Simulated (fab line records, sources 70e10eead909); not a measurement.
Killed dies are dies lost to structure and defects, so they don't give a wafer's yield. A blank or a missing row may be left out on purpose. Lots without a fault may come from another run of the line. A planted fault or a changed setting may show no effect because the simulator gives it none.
Chamber matching | flow nand_harc | NHARC_P_M2_DESCUM_14 on rie_diel-03: 4 sister chambers
The step chemistry O2, time 3 s. 8 wafers are shown with their chamber, then 10 later ones without.

WAFERS WITH THEIR CHAMBER
wafer  | chamber | rf_vpp_V (V) | oes_product_au (a.u.)
L084.5 | 2       | 57.8         | 1.007
L084.6 | 1       | 58.2         | 1.017
L084.2 | 2       | 57.4         | 1.013
L088.3 | 1       | 57.7         | 1.010
L088.5 | 3       | 57.8         | 1.008
L088.6 | 0       | 60.2         | 1.024
L091.1 | 3       | 58.0         | 1.015
L091.2 | 0       | 56.7         | 1.008

WAFERS WITHOUT THEIR CHAMBER
wafer  | rf_vpp_V (V) | oes_product_au (a.u.)
L091.3 | 59.0         | 0.994
L094.1 | 58.8         | 0.996
L094.2 | 58.9         | 0.997
L094.3 | 58.2         | 1.008
L097.2 | 59.0         | 1.004
L097.3 | 57.0         | 1.000
L097.5 | 56.4         | 1.002
L096.2 | 58.4         | 1.012
L096.3 | 56.5         | 1.008
L096.6 | 57.9         | 1.012

WHICH CHAMBER EACH WENT THROUGH
wafer  | from the rows above               | in truth
L091.3 | can't be placed: 2 or 3 or 1 or 0 | 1
L094.1 | can't be placed: 2 or 3 or 1 or 0 | 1
L094.2 | can't be placed: 2 or 3 or 1 or 0 | 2
L094.3 | can't be placed: 3 or 2 or 1 or 0 | 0
L097.2 | can't be placed: 3 or 2 or 1 or 0 | 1
L097.3 | can't be placed: 2 or 3 or 1 or 0 | 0
L097.5 | can't be placed: 2 or 3 or 1 or 0 | 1
L096.2 | can't be placed: 3 or 1 or 0 or 2 | 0
L096.3 | can't be placed: 2 or 3 or 1 or 0 | 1
L096.6 | can't be placed: 3 or 1 or 2 or 0 | 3
Placed correctly: 0 of 10. Can't be placed from these rows: 10 (the true chamber is among the candidates in 10). Placed wrongly: 0.
How it was worked out, from the rows above alone: a wafer's distance from a chamber is the root of the sum, over the readings, of the square of ((its reading less the chamber's mean) divided by the reading's scatter). The wafer belongs to the nearest chamber; if the next one is less than 2 further off, it can't be placed. A chamber's mean is the mean of its shown wafers. The scatter: the root of (the sum of the squares of (reading less its chamber's mean) over the shown wafers, divided by (wafers less chambers)).
